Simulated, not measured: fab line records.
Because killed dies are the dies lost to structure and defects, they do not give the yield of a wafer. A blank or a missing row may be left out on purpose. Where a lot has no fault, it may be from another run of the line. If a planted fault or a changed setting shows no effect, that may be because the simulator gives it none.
Matching of chambers || flow n5Finfet || N5_BEOL_M15_TRENCH_ETCH_34 on rieDiel-04: 4 sister chambers
The step etches SiO2 in C4F8/O2/Ar, target depth 872.93 nm, time 199 s. 8 wafers are shown with their chamber, then 11 later ones without.

## WAFERS PAIRED WITH THEIR CHAMBERS
{"wafer": "L079.4", "chamber": 1, "rfVppV (V)": 2229, "showerheadPlenumPTorr (Torr)": 3.60}
{"wafer": "L081.1", "chamber": 3, "rfVppV (V)": 2240, "showerheadPlenumPTorr (Torr)": 3.62}
{"wafer": "L084.2", "chamber": 3, "rfVppV (V)": 2240, "showerheadPlenumPTorr (Torr)": 3.62}
{"wafer": "L084.6", "chamber": 2, "rfVppV (V)": 2261, "showerheadPlenumPTorr (Torr)": 3.63}
{"wafer": "L085.1", "chamber": 1, "rfVppV (V)": 2229, "showerheadPlenumPTorr (Torr)": 3.59}
{"wafer": "L085.2", "chamber": 2, "rfVppV (V)": 2259, "showerheadPlenumPTorr (Torr)": 3.63}
{"wafer": "L085.3", "chamber": 0, "rfVppV (V)": 2165, "showerheadPlenumPTorr (Torr)": 3.42}
{"wafer": "L088.1", "chamber": 0, "rfVppV (V)": 2166, "showerheadPlenumPTorr (Torr)": 3.42}

## WAFERS WITH NO CHAMBER GIVEN
{"wafer": "L088.4", "rfVppV (V)": 2239, "showerheadPlenumPTorr (Torr)": 3.62}
{"wafer": "L088.5", "rfVppV (V)": 2165, "showerheadPlenumPTorr (Torr)": 3.42}
{"wafer": "L087.3", "rfVppV (V)": 2166, "showerheadPlenumPTorr (Torr)": 3.42}
{"wafer": "L087.4", "rfVppV (V)": 2230, "showerheadPlenumPTorr (Torr)": 3.59}
{"wafer": "L087.5", "rfVppV (V)": 2239, "showerheadPlenumPTorr (Torr)": 3.62}
{"wafer": "L090.3", "rfVppV (V)": 2260, "showerheadPlenumPTorr (Torr)": 3.62}
{"wafer": "L090.4", "rfVppV (V)": 2237, "showerheadPlenumPTorr (Torr)": 3.62}
{"wafer": "L090.5", "rfVppV (V)": 2260, "showerheadPlenumPTorr (Torr)": 3.62}
{"wafer": "L092.1", "rfVppV (V)": 2166, "showerheadPlenumPTorr (Torr)": 3.41}
{"wafer": "L092.2", "rfVppV (V)": 2230, "showerheadPlenumPTorr (Torr)": 3.58}
{"wafer": "L092.5", "rfVppV (V)": 2166, "showerheadPlenumPTorr (Torr)": 3.41}

## WHICH CHAMBER EACH WENT THROUGH
{"wafer": "L088.4", "from the rows above": 3, "in truth": 3}
{"wafer": "L088.5", "from the rows above": 0, "in truth": 0}
{"wafer": "L087.3", "from the rows above": 0, "in truth": 0}
{"wafer": "L087.4", "from the rows above": 1, "in truth": 1}
{"wafer": "L087.5", "from the rows above": 3, "in truth": 3}
{"wafer": "L090.3", "from the rows above": 2, "in truth": 2}
{"wafer": "L090.4", "from the rows above": 3, "in truth": 3}
{"wafer": "L090.5", "from the rows above": 2, "in truth": 2}
{"wafer": "L092.1", "from the rows above": 0, "in truth": 0}
{"wafer": "L092.2", "from the rows above": 1, "in truth": 1}
{"wafer": "L092.5", "from the rows above": 0, "in truth": 0}
Correct placement for 11 of the 11. Number that these rows cannot place: 0. 0 placed wrongly.
How it was worked out, from the rows above alone: a wafer's distance from a chamber is the root of the sum, over the readings, of the square of ((its reading less the chamber's mean) divided by the reading's scatter). If the next closest chamber is less than 2 further off than the closest, the wafer can't be placed; otherwise it belongs to the closest. The mean given for a chamber averages the wafers shown for that chamber. The scatter: take each reading less its chamber's mean, square it, sum over the shown wafers, divide by the number of wafers less the number of chambers, and take the root.
